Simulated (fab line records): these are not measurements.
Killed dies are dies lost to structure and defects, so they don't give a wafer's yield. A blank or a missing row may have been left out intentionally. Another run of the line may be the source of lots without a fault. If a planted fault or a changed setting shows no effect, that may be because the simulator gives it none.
Which tool did it? :: flow n5_finfet :: 10 lots with 27 wafers sampled at 4 steps, on a route of 1938 steps

== WHAT EACH GAUGE READ, for each wafer ==
N5_SD_EPI_P_CD_MEAS_09: the cd target is 240 nm.
lot: L410
measured: day 3 13:19
on: cd_sem-02
cd_nm (nm): 239.5 240.6 239.7

lot: L412
measured: day 4 03:08
on: cd_sem-01
cd_nm (nm): 240.5 239.8 240.2

lot: L413
measured: day 4 05:23
on: cd_sem-02
cd_nm (nm): 239.9 239.4 240.2

lot: L414
measured: day 4 10:53
on: cd_sem-03
cd_nm (nm): 240.7 240.4 239.9

lot: L416
measured: day 5 00:52
on: cd_sem-02
cd_nm (nm): 240.5 233.8

lot: L420
measured: day 6 00:04
on: cd_sem-01
cd_nm (nm): 233.8 233.0

lot: L421
measured: day 6 04:24
on: cd_sem-01
cd_nm (nm): 233.8 239.5

lot: L425
measured: day 7 03:36
on: cd_sem-03
cd_nm (nm): 240.4 239.6 240.4

lot: L432
measured: day 9 00:47
on: cd_sem-03
cd_nm (nm): 240.3 239.6 240.4

lot: L431
measured: day 9 01:43
on: cd_sem-01
cd_nm (nm): 240.9 240.2 240.6

== WHICH TOOL RAN EACH LOT (tool, then ch and the chambers of the sampled wafers, then the start) ==
lot: L410
N5_DUMMY_GATE_ETCH_31: rie_diel-02 ch 0,3, day 3 07:05
N5_DUMMY_GATE_ETCH_42: rie_diel-06 ch 0,2, day 3 07:35
N5_SD_EPI_P_PEB_07: litho_track-03 ch 0, day 3 13:14

lot: L412
N5_DUMMY_GATE_ETCH_31: rie_diel-06 ch 1,2,3, day 3 18:23
N5_DUMMY_GATE_ETCH_42: rie_diel-06 ch 0,2, day 3 18:53
N5_SD_EPI_P_PEB_07: litho_track-01 ch 0, day 4 03:04

lot: L413
N5_DUMMY_GATE_ETCH_31: rie_diel-01 ch 2,3, day 3 22:02
N5_DUMMY_GATE_ETCH_42: rie_diel-06 ch 0,2,3, day 3 22:31
N5_SD_EPI_P_PEB_07: litho_track-01 ch 0, day 4 05:19

lot: L414
N5_DUMMY_GATE_ETCH_31: rie_diel-02 ch 1,2, day 4 04:31
N5_DUMMY_GATE_ETCH_42: rie_diel-01 ch 0,2, day 4 05:02
N5_SD_EPI_P_PEB_07: litho_track-01 ch 0, day 4 10:49

lot: L416
N5_DUMMY_GATE_ETCH_31: rie_diel-02 ch 1,3, day 4 16:08
N5_DUMMY_GATE_ETCH_42: rie_diel-02 ch 3, day 4 16:38
N5_SD_EPI_P_PEB_07: litho_track-01 ch 0, day 5 00:47

lot: L420
N5_DUMMY_GATE_ETCH_31: rie_diel-06 ch 2,3, day 5 17:20
N5_DUMMY_GATE_ETCH_42: rie_diel-01 ch 0,1, day 5 17:53
N5_SD_EPI_P_PEB_07: litho_track-01 ch 0, day 5 23:59

lot: L421
N5_DUMMY_GATE_ETCH_31: rie_diel-02 ch 0,3, day 5 22:13
N5_DUMMY_GATE_ETCH_42: rie_diel-06 ch 2,3, day 5 22:43
N5_SD_EPI_P_PEB_07: litho_track-01 ch 0, day 6 04:20

lot: L425
N5_DUMMY_GATE_ETCH_31: rie_diel-06 ch 2,3, day 6 21:07
N5_DUMMY_GATE_ETCH_42: rie_diel-02 ch 0,2, day 6 21:42
N5_SD_EPI_P_PEB_07: litho_track-05 ch 0, day 7 03:32

lot: L432
N5_DUMMY_GATE_ETCH_31: rie_diel-06 ch 1,2,3, day 8 18:33
N5_DUMMY_GATE_ETCH_42: rie_diel-01 ch 2,3, day 8 19:08
N5_SD_EPI_P_PEB_07: litho_track-01 ch 0, day 9 00:44

lot: L431
N5_DUMMY_GATE_ETCH_31: rie_diel-06 ch 0,3, day 8 19:32
N5_DUMMY_GATE_ETCH_42: rie_diel-01 ch 0,2, day 8 20:02
N5_SD_EPI_P_PEB_07: litho_track-01 ch 0, day 9 01:38
- N5_DUMMY_GATE_ETCH_31: etches SiO2 in C4F6/O2, target depth 82.5 nm, time 27.5 s.
- N5_DUMMY_GATE_ETCH_42: etches SiO2 in CHF3/O2, target depth 3.5 nm, time 31 s.
- N5_SD_EPI_P_PEB_07: peb time 60 s.

== AS READ BY THE TOOLS THEMSELVES (means over the sampled wafers that have a number; for cases with no such wafer, the mark the record gives instead) ==
N5_DUMMY_GATE_ETCH_31.
lot: L410
tool: rie_diel-02
C4F6_flow_sccm (sccm): 10.005
bias_w (W): 185.0
drypump_motor_current_A (A): 5.7
oes_product_au (a.u.): 0.73
rf_vpp_V (V): 665
showerhead_plenum_p_Torr (Torr): 2.91
throttle_valve_pct (%): 21.12

lot: L412
tool: rie_diel-06
C4F6_flow_sccm (sccm): 9.990
bias_w (W): 185.2
drypump_motor_current_A (A): 6.1
oes_product_au (a.u.): 0.86
rf_vpp_V (V): 669
showerhead_plenum_p_Torr (Torr): 2.88
throttle_valve_pct (%): 20.95

lot: L413
tool: rie_diel-01
C4F6_flow_sccm (sccm): 9.984
bias_w (W): 184.8
drypump_motor_current_A (A): 4.8
oes_product_au (a.u.): 0.85
rf_vpp_V (V): 665
showerhead_plenum_p_Torr (Torr): 2.77
throttle_valve_pct (%): 20.84

lot: L414
tool: rie_diel-02
C4F6_flow_sccm (sccm): 10.002
bias_w (W): 184.8
drypump_motor_current_A (A): 6.1
oes_product_au (a.u.): 0.69
rf_vpp_V (V): 659
showerhead_plenum_p_Torr (Torr): 2.81
throttle_valve_pct (%): 21.43

lot: L416
tool: rie_diel-02
C4F6_flow_sccm (sccm): 10.012
bias_w (W): 183.8
drypump_motor_current_A (A): 5.8
oes_product_au (a.u.): 0.70
rf_vpp_V (V): 663
showerhead_plenum_p_Torr (Torr): 2.88
throttle_valve_pct (%): 21.25

lot: L420
tool: rie_diel-06
C4F6_flow_sccm (sccm): 9.994
bias_w (W): 185.4
drypump_motor_current_A (A): 5.8
oes_product_au (a.u.): 0.80
rf_vpp_V (V): 663
showerhead_plenum_p_Torr (Torr): 2.80
throttle_valve_pct (%): 20.88

lot: L421
tool: rie_diel-02
C4F6_flow_sccm (sccm): 10.024
bias_w (W): 185.4
drypump_motor_current_A (A): 5.8
oes_product_au (a.u.): 0.71
rf_vpp_V (V): 662
showerhead_plenum_p_Torr (Torr): 2.88
throttle_valve_pct (%): 21.16

lot: L425
tool: rie_diel-06
C4F6_flow_sccm (sccm): 10.025
bias_w (W): 184.5
drypump_motor_current_A (A): 5.8
oes_product_au (a.u.): 0.76
rf_vpp_V (V): 664
showerhead_plenum_p_Torr (Torr): 2.81
throttle_valve_pct (%): 20.90

lot: L432
tool: rie_diel-06
C4F6_flow_sccm (sccm): 9.985
bias_w (W): 184.4
drypump_motor_current_A (A): 6.1
oes_product_au (a.u.): 0.80
rf_vpp_V (V): 670
showerhead_plenum_p_Torr (Torr): 2.87
throttle_valve_pct (%): 21.00

lot: L431
tool: rie_diel-06
C4F6_flow_sccm (sccm): 9.976
bias_w (W): 185.0
drypump_motor_current_A (A): 5.9
oes_product_au (a.u.): 0.89
rf_vpp_V (V): 661
showerhead_plenum_p_Torr (Torr): 2.78
throttle_valve_pct (%): 20.89

N5_DUMMY_GATE_ETCH_42.
lot: L410
tool: rie_diel-06
bias_w (W): 11.99
drypump_motor_current_A (A): 5.7
oes_product_au (a.u.): 0.69
rf_vpp_V (V): 42.8
showerhead_plenum_p_Torr (Torr): 2.38
throttle_valve_pct (%): 18.76

lot: L412
tool: rie_diel-06
bias_w (W): 12.00
drypump_motor_current_A (A): 5.7
oes_product_au (a.u.): 0.69
rf_vpp_V (V): 42.4
showerhead_plenum_p_Torr (Torr): 2.38
throttle_valve_pct (%): 18.76

lot: L413
tool: rie_diel-06
bias_w (W): 12.03
drypump_motor_current_A (A): 5.8
oes_product_au (a.u.): 0.77
rf_vpp_V (V): 42.8
showerhead_plenum_p_Torr (Torr): 2.38
throttle_valve_pct (%): 18.63

lot: L414
tool: rie_diel-01
bias_w (W): 12.04
drypump_motor_current_A (A): 5.2
oes_product_au (a.u.): 0.84
rf_vpp_V (V): 42.5
showerhead_plenum_p_Torr (Torr): 2.41
throttle_valve_pct (%): 18.62

lot: L416
tool: rie_diel-02
bias_w (W): 12.04
drypump_motor_current_A (A): 5.6
oes_product_au (a.u.): 0.71
rf_vpp_V (V): 42.6
showerhead_plenum_p_Torr (Torr): 2.49
throttle_valve_pct (%): 18.75

lot: L420
tool: rie_diel-01
bias_w (W): 11.99
drypump_motor_current_A (A): 5.8
oes_product_au (a.u.): 0.76
rf_vpp_V (V): 42.6
showerhead_plenum_p_Torr (Torr): 2.42
throttle_valve_pct (%): 18.68

lot: L421
tool: rie_diel-06
bias_w (W): 11.96
drypump_motor_current_A (A): 5.8
oes_product_au (a.u.): 0.80
rf_vpp_V (V): 43.1
showerhead_plenum_p_Torr (Torr): 2.38
throttle_valve_pct (%): 18.52

lot: L425
tool: rie_diel-02
bias_w (W): 12.06
drypump_motor_current_A (A): 5.9
oes_product_au (a.u.): 0.81
rf_vpp_V (V): 41.9
showerhead_plenum_p_Torr (Torr): 2.38
throttle_valve_pct (%): 18.81

lot: L432
tool: rie_diel-01
bias_w (W): 11.98
drypump_motor_current_A (A): 4.8
oes_product_au (a.u.): 0.82
rf_vpp_V (V): 42.2
showerhead_plenum_p_Torr (Torr): 2.33
throttle_valve_pct (%): 18.52

lot: L431
tool: rie_diel-01
bias_w (W): 12.01
drypump_motor_current_A (A): 5.2
oes_product_au (a.u.): 0.80
rf_vpp_V (V): 42.6
showerhead_plenum_p_Torr (Torr): 2.40
throttle_valve_pct (%): 18.66

N5_SD_EPI_P_PEB_07.
lot: L410
tool: litho_track-03
heater_power_total_W (W): 175.2

lot: L412
tool: litho_track-01
heater_power_total_W (W): 174.5

lot: L413
tool: litho_track-01
heater_power_total_W (W): 176.2

lot: L414
tool: litho_track-01
heater_power_total_W (W): 175.6

lot: L416
tool: litho_track-01
heater_power_total_W (W): 186.1

lot: L420
tool: litho_track-01
heater_power_total_W (W): 200.5

lot: L421
tool: litho_track-01
heater_power_total_W (W): 185.6

lot: L425
tool: litho_track-05
heater_power_total_W (W): 177.2

lot: L432
tool: litho_track-01
heater_power_total_W (W): 174.6

lot: L431
tool: litho_track-01
heater_power_total_W (W): 175.3

== THE ANSWER, worked out from the rows above alone ==
Rule: the lots themselves supply what counts as usual. Put in order of their means at a reading, lots are off if they are a third of the lots or fewer, leave a main group of 4 or more, and stand apart from it by a gap of 3 or more times the standard deviation of the main group's means; of several such gaps the widest counts. The tables above print the reading to a certain number of digits; a main group whose means all agree to those digits is not used. A lot without any number at a reading at which 4 lots or more have one is off too. Any other lot the step has rows for is counted as sound. Order of review: gauges by route order, followed by the tools' own readings, for which a lot's mean as printed above is used. At the first step where some lot is off, the reading lying furthest off is the one used; lots without a number count as furthest.
Off at N5_SD_EPI_P_CD_MEAS_09 (cd_nm): L416, L420, L421. The main group has a mean of 240.2 nm with a standard deviation of 0.23.
If a tool, at a process step before that reading, ran all the lots that are off and no sound lot after the first of them, it fits. The gauges at N5_SD_EPI_P_CD_MEAS_09 aren't tried: what is off there is off at N5_SD_EPI_P_PEB_07 too, on other tools, and a gauge's error can't cause that. Not one of the candidates tried fits.

== WHAT THE SIMULATOR HAD INSERTED ==
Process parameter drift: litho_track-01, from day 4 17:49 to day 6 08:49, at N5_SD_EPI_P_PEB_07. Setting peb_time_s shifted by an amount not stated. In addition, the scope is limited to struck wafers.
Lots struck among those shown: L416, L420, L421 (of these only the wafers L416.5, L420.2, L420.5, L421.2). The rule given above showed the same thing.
